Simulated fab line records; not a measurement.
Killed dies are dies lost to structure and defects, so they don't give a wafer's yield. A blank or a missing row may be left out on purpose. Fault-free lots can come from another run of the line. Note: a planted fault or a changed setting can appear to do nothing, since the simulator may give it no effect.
Which tool was responsible? :: flow nand-harc :: Sampling: 11 lots, 33 wafers, 6 of 1159 route steps

== WHAT EACH GAUGE READ, for each wafer ==
NHARC_THIN_TSV_INSPECT_40. Usual: 473 for raw-defect-count, sd 75.
lot: L631
measured: day 19 09:32
on: defect-inspect-02
raw-defect-count: 427 358 425
flag: 

lot: L630
measured: day 19 09:32
on: defect-inspect-01
raw-defect-count: 527 487 500
flag: 

lot: L633
measured: day 19 19:34
on: defect-inspect-01
raw-defect-count: 507 442 421
flag: 

lot: L634
measured: day 19 19:34
on: defect-inspect-02
raw-defect-count: 417 502 458
flag: 

lot: L637
measured: day 20 22:18
on: defect-inspect-02
raw-defect-count: 1231 1057 1118
flag: OFF

lot: L642
measured: day 22 06:59
on: defect-inspect-02
raw-defect-count: 1314 1205 1291
flag: OFF

lot: L644
measured: day 22 07:01
on: defect-inspect-02
raw-defect-count: 584 568 510
flag: 

lot: L646
measured: day 22 23:47
on: defect-inspect-01
raw-defect-count: 358 419 367
flag: 

lot: L645
measured: day 22 23:48
on: defect-inspect-02
raw-defect-count: 451 485 376
flag: 

lot: L650
measured: day 24 09:14
on: defect-inspect-01
raw-defect-count: 329 453 559
flag: 

lot: L653
measured: day 25 20:37
on: defect-inspect-02
raw-defect-count: 415 427 493
flag: 

NHARC_END_SORT_01. Usual: defect-limited-yield 95.6 %, standard deviation 1.4; killed-at-array 26, standard deviation 9; killed-at-other 0.8, standard deviation 1.2; killed-at-periphery 3.2, standard deviation 2.3; killed-dies 30, standard deviation 9.1; killed-open 3.5, standard deviation 2; killed-short 1.8, standard deviation 1.4; sort_bin_2_pct 1.4 %, standard deviation 0.59; sort_bin_3_pct 0.25 %, standard deviation 0.22; sort_bin_4_pct 2.8 %, standard deviation 0.91; sort-n-pass 647, standard deviation 9.1; sort-rim-yield-pct 95.4 %, standard deviation 3; sort-yield-pct 95.6 %, standard deviation 1.4.
lot: L637
measured: day 21 01:21
on: prober-01
defect-limited-yield (%): 82.6 86.9 82.7
killed-at-array: 18 34 18
killed-at-other: 93 51 96
killed-at-periphery: 7 4 3
killed-dies: 118 89 117
killed-open: 5 2 3
killed-short: 4 3 0
sort_bin_2_pct (%): 8.3 6.2 7.2
sort_bin_3_pct (%): 4.14 2.22 4.14
sort_bin_4_pct (%): 5.0 4.7 5.9
sort-n-pass: 559 588 560
sort-rim-yield-pct (%): 98.1 84.9 99.1
sort-yield-pct (%): 82.6 86.9 82.7
flag: OFF

lot: L642
measured: day 22 10:04
on: prober-02
defect-limited-yield (%): 82.9 82.1 83.8
killed-at-array: 21 21 20
killed-at-other: 91 98 87
killed-at-periphery: 4 2 3
killed-dies: 116 121 110
killed-open: 3 2 3
killed-short: 3 0 2
sort_bin_2_pct (%): 6.4 6.6 6.2
sort_bin_3_pct (%): 3.99 4.58 4.58
sort_bin_4_pct (%): 6.8 6.6 5.5
sort-n-pass: 561 556 567
sort-rim-yield-pct (%): 93.4 92.5 92.5
sort-yield-pct (%): 82.9 82.1 83.8
flag: OFF

lot: L646
measured: day 23 02:52
on: prober-01
defect-limited-yield (%): 95.9 95.7 96.2
killed-at-array: 26 23 21
killed-at-other: 0 3 2
killed-at-periphery: 2 3 3
killed-dies: 28 29 26
killed-open: 3 2 3
killed-short: 1 4 2
sort_bin_2_pct (%): 1.2 1.8 1.0
sort_bin_3_pct (%): 0.15 0.44 0.15
sort_bin_4_pct (%): 2.8 2.1 2.7
sort-n-pass: 649 648 651
sort-rim-yield-pct (%): 94.3 96.2 93.4
sort-yield-pct (%): 95.9 95.7 96.2
flag: 

lot: L645
measured: day 23 04:27
on: prober-02
defect-limited-yield (%): 97.5 97.8 97.6
killed-at-array: 15 9 13
killed-at-other: 0 0 1
killed-at-periphery: 2 6 2
killed-dies: 17 15 16
killed-open: 7 1 2
killed-short: 2 2 3
sort_bin_2_pct (%): 0.4 1.0 0.4
sort_bin_3_pct (%): 0 0.15 0.30
sort_bin_4_pct (%): 2.1 1.0 1.6
sort-n-pass: 660 662 661
sort-rim-yield-pct (%): 98.1 99.1 97.2
sort-yield-pct (%): 97.5 97.8 97.6
flag: 

lot: L650
measured: day 24 12:14
on: prober-01
defect-limited-yield (%): 97.0 97.0 96.8
killed-at-array: 17 18 18
killed-at-other: 0 0 0
killed-at-periphery: 3 2 4
killed-dies: 20 20 22
killed-open: 1 2 4
killed-short: 0 2 4
sort_bin_2_pct (%): 1.0 1.2 0.9
sort_bin_3_pct (%): 0.15 0 0
sort_bin_4_pct (%): 1.8 1.8 2.4
sort-n-pass: 657 657 655
sort-rim-yield-pct (%): 95.3 97.2 95.3
sort-yield-pct (%): 97.0 97.0 96.8
flag: 

== EACH LOT AND THE TOOL THAT RAN IT (in order: tool; ch and the chambers of the sampled wafers; start) ==
lot: L631
NHARC_THIN_TSV_DEGAS_49: pvd-sputter-03, day 18 21:46
NHARC_THIN_TSV_DEGAS_53: pvd-sputter-02, day 18 23:46
NHARC_THIN_TSV_PVD_24: pvd-sputter-02, day 19 00:03
NHARC_THIN_TSV_ETCH_59: rie-metal-02 ch 0, day 19 01:04

lot: L630
NHARC_THIN_TSV_DEGAS_49: pvd-sputter-01, day 19 02:57
NHARC_THIN_TSV_DEGAS_53: pvd-sputter-02, day 19 04:56
NHARC_THIN_TSV_PVD_24: pvd-sputter-02, day 19 05:25
NHARC_THIN_TSV_ETCH_59: rie-metal-03 ch 0,1, day 19 06:22

lot: L633
NHARC_THIN_TSV_DEGAS_49: pvd-sputter-03, day 19 09:54
NHARC_THIN_TSV_DEGAS_53: pvd-sputter-02, day 19 11:52
NHARC_THIN_TSV_PVD_24: pvd-sputter-02, day 19 12:13
NHARC_THIN_TSV_ETCH_59: rie-metal-02 ch 0, day 19 13:12

lot: L634
NHARC_THIN_TSV_DEGAS_49: pvd-sputter-03, day 19 11:05
NHARC_THIN_TSV_DEGAS_53: pvd-sputter-03, day 19 13:06
NHARC_THIN_TSV_PVD_24: pvd-sputter-03, day 19 13:23
NHARC_THIN_TSV_ETCH_59: rie-metal-03 ch 0,1, day 19 14:23

lot: L637
NHARC_THIN_TSV_DEGAS_49: pvd-sputter-02, day 20 14:32
NHARC_THIN_TSV_DEGAS_53: pvd-sputter-01, day 20 16:33
NHARC_THIN_TSV_PVD_24: pvd-sputter-01, day 20 16:50
NHARC_THIN_TSV_ETCH_59: rie-metal-03 ch 1, day 20 17:58

lot: L642
NHARC_THIN_TSV_DEGAS_49: pvd-sputter-02, day 21 20:20
NHARC_THIN_TSV_DEGAS_53: pvd-sputter-01, day 21 22:25
NHARC_THIN_TSV_PVD_24: pvd-sputter-01, day 21 22:42
NHARC_THIN_TSV_ETCH_59: rie-metal-02 ch 0,1, day 21 23:44

lot: L644
NHARC_THIN_TSV_DEGAS_49: pvd-sputter-02, day 21 22:30
NHARC_THIN_TSV_DEGAS_53: pvd-sputter-02, day 22 00:30
NHARC_THIN_TSV_PVD_24: pvd-sputter-02, day 22 00:55
NHARC_THIN_TSV_ETCH_59: rie-metal-02 ch 0,1, day 22 01:58

lot: L646
NHARC_THIN_TSV_DEGAS_49: pvd-sputter-03, day 22 14:51
NHARC_THIN_TSV_DEGAS_53: pvd-sputter-02, day 22 16:52
NHARC_THIN_TSV_PVD_24: pvd-sputter-02, day 22 17:10
NHARC_THIN_TSV_ETCH_59: rie-metal-01 ch 0, day 22 18:10

lot: L645
NHARC_THIN_TSV_DEGAS_49: pvd-sputter-02, day 22 15:43
NHARC_THIN_TSV_DEGAS_53: pvd-sputter-02, day 22 17:48
NHARC_THIN_TSV_PVD_24: pvd-sputter-02, day 22 18:20
NHARC_THIN_TSV_ETCH_59: rie-metal-03 ch 0,1, day 22 19:17

lot: L650
NHARC_THIN_TSV_DEGAS_49: pvd-sputter-02, day 24 00:18
NHARC_THIN_TSV_DEGAS_53: pvd-sputter-02, day 24 02:17
NHARC_THIN_TSV_PVD_24: pvd-sputter-02, day 24 02:38
NHARC_THIN_TSV_ETCH_59: rie-metal-01 ch 0,1, day 24 03:39

lot: L653
NHARC_THIN_TSV_DEGAS_49: pvd-sputter-03, day 25 12:53
NHARC_THIN_TSV_DEGAS_53: pvd-sputter-03, day 25 14:53
NHARC_THIN_TSV_PVD_24: pvd-sputter-03, day 25 15:11
NHARC_THIN_TSV_ETCH_59: rie-metal-02 ch 0,1, day 25 16:23
- NHARC_THIN_TSV_DEGAS_49: time 120 s.
- NHARC_THIN_TSV_DEGAS_53: time 60 s.
- NHARC_THIN_TSV_PVD_24: deposits Al, target thk 800 nm.
- NHARC_THIN_TSV_ETCH_59: etches the open film in Cl2/BCl3, target depth 880 nm, time 138.1 s.

== WHAT THE TOOLS THEMSELVES READ (means of the sampled wafers that have a number; where no wafer has one, the mark that the record gives instead) ==
NHARC_THIN_TSV_DEGAS_49. Usual: 470 W for heater-power-w, sd 37.
lot: L631
tool: pvd-sputter-03
heater-power-w (W): 491
flag: 

lot: L630
tool: pvd-sputter-01
heater-power-w (W): 487
flag: 

lot: L633
tool: pvd-sputter-03
heater-power-w (W): 474
flag: 

lot: L634
tool: pvd-sputter-03
heater-power-w (W): 480
flag: 

lot: L637
tool: pvd-sputter-02
heater-power-w (W): 467
flag: 

lot: L642
tool: pvd-sputter-02
heater-power-w (W): 463
flag: 

lot: L644
tool: pvd-sputter-02
heater-power-w (W): 463
flag: 

lot: L646
tool: pvd-sputter-03
heater-power-w (W): 452
flag: 

lot: L645
tool: pvd-sputter-02
heater-power-w (W): 447
flag: 

lot: L650
tool: pvd-sputter-02
heater-power-w (W): 463
flag: 

lot: L653
tool: pvd-sputter-03
heater-power-w (W): 467
flag: 

NHARC_THIN_TSV_DEGAS_53. Usual: 468 W for heater-power-w, sd 43.
lot: L631
tool: pvd-sputter-02
heater-power-w (W): 467
flag: 

lot: L630
tool: pvd-sputter-02
heater-power-w (W): 457
flag: 

lot: L633
tool: pvd-sputter-02
heater-power-w (W): 446
flag: 

lot: L634
tool: pvd-sputter-03
heater-power-w (W): 475
flag: 

lot: L637
tool: pvd-sputter-01
heater-power-w (W): 460
flag: 

lot: L642
tool: pvd-sputter-01
heater-power-w (W): 464
flag: 

lot: L644
tool: pvd-sputter-02
heater-power-w (W): 468
flag: 

lot: L646
tool: pvd-sputter-02
heater-power-w (W): 458
flag: 

lot: L645
tool: pvd-sputter-02
heater-power-w (W): 457
flag: 

lot: L650
tool: pvd-sputter-02
heater-power-w (W): 442
flag: 

lot: L653
tool: pvd-sputter-03
heater-power-w (W): 457
flag: 

NHARC_THIN_TSV_ETCH_59. Usual: bcl3-flow-sccm 30.02 sccm, standard deviation 0.087; drypump-motor-current-A 5.7 A, standard deviation 0.36; mfc-cl2-sccm 59.98 sccm, standard deviation 0.17; oes-product-au 1.001 a.u., standard deviation 0.0077; rf-fwd-power-W 895.6 W, standard deviation 2.9; throttle-valve-pct 22.264 %, standard deviation 0.0088.
lot: L631
tool: rie-metal-02
bcl3-flow-sccm (sccm): 30.08
drypump-motor-current-A (A): 5.3
mfc-cl2-sccm (sccm): 59.85
oes-product-au (a.u.): 1.008
rf-fwd-power-W (W): 893.4
throttle-valve-pct (%): 22.267
flag: 

lot: L630
tool: rie-metal-03
bcl3-flow-sccm (sccm): 29.98
drypump-motor-current-A (A): 6.2
mfc-cl2-sccm (sccm): 60.01
oes-product-au (a.u.): 1.003
rf-fwd-power-W (W): 897.2
throttle-valve-pct (%): 22.269
flag: 

lot: L633
tool: rie-metal-02
bcl3-flow-sccm (sccm): 29.98
drypump-motor-current-A (A): 5.3
mfc-cl2-sccm (sccm): 59.93
oes-product-au (a.u.): 1.007
rf-fwd-power-W (W): 889.4
throttle-valve-pct (%): 22.269
flag: 

lot: L634
tool: rie-metal-03
bcl3-flow-sccm (sccm): 29.95
drypump-motor-current-A (A): 6.1
mfc-cl2-sccm (sccm): 59.90
oes-product-au (a.u.): 1.001
rf-fwd-power-W (W): 897.8
throttle-valve-pct (%): 22.270
flag: 

lot: L637
tool: rie-metal-03
bcl3-flow-sccm (sccm): 29.93
drypump-motor-current-A (A): 6.3
mfc-cl2-sccm (sccm): 59.82
oes-product-au (a.u.): 0.993
rf-fwd-power-W (W): 897.0
throttle-valve-pct (%): 22.272
flag: 

lot: L642
tool: rie-metal-02
bcl3-flow-sccm (sccm): 29.97
drypump-motor-current-A (A): 5.4
mfc-cl2-sccm (sccm): 59.94
oes-product-au (a.u.): 0.999
rf-fwd-power-W (W): 893.2
throttle-valve-pct (%): 22.256
flag: 

lot: L644
tool: rie-metal-02
bcl3-flow-sccm (sccm): 29.96
drypump-motor-current-A (A): 5.5
mfc-cl2-sccm (sccm): 59.85
oes-product-au (a.u.): 1.007
rf-fwd-power-W (W): 893.6
throttle-valve-pct (%): 22.271
flag: 

lot: L646
tool: rie-metal-01
bcl3-flow-sccm (sccm): 30.08
drypump-motor-current-A (A): 5.8
mfc-cl2-sccm (sccm): 59.82
oes-product-au (a.u.): 0.992
rf-fwd-power-W (W): 895.6
throttle-valve-pct (%): 22.260
flag: 

lot: L645
tool: rie-metal-03
bcl3-flow-sccm (sccm): 30.07
drypump-motor-current-A (A): 6.2
mfc-cl2-sccm (sccm): 59.90
oes-product-au (a.u.): 1.004
rf-fwd-power-W (W): 894.8
throttle-valve-pct (%): 22.262
flag: 

lot: L650
tool: rie-metal-01
bcl3-flow-sccm (sccm): 29.95
drypump-motor-current-A (A): 5.5
mfc-cl2-sccm (sccm): 59.89
oes-product-au (a.u.): 0.999
rf-fwd-power-W (W): 897.1
throttle-valve-pct (%): 22.266
flag: 

lot: L653
tool: rie-metal-02
bcl3-flow-sccm (sccm): 30.06
drypump-motor-current-A (A): 5.4
mfc-cl2-sccm (sccm): 60.06
oes-product-au (a.u.): 1.008
rf-fwd-power-W (W): 894.2
throttle-valve-pct (%): 22.255
flag: 

== THE ANSWER, worked out from the rows above alone ==
Rule: a lot counts as off when the mean over its wafers that have a number is more than 3 standard deviations away from the usual mean. A lot without any number at a reading at which 4 lots or more have one is off too. Any other lot the step has rows for is counted as sound. The gauges are gone through in route order, then the tools' own readings, and for those a lot's mean is taken as printed above. At the first step where some lot is off, the reading lying furthest off is the one used; lots without a number count as furthest.
Off: L637, L642 (NHARC_THIN_TSV_INSPECT_40, raw-defect-count).
If a tool, at a process step before that reading, ran all the lots that are off and no sound lot after the first of them, it fits. Not tried: the gauges at NHARC_THIN_TSV_INSPECT_40; whatever is off there is also off at NHARC_END_SORT_01, on other tools, and gauge error can't account for it. One candidate fits, namely pvd-sputter-01 at NHARC_THIN_TSV_DEGAS_53 and NHARC_THIN_TSV_PVD_24. It ran no sound lot before its first lot that is off in this sample, so the start can't be narrowed down.

== WHAT WAS PUT IN BY THE SIMULATOR ==
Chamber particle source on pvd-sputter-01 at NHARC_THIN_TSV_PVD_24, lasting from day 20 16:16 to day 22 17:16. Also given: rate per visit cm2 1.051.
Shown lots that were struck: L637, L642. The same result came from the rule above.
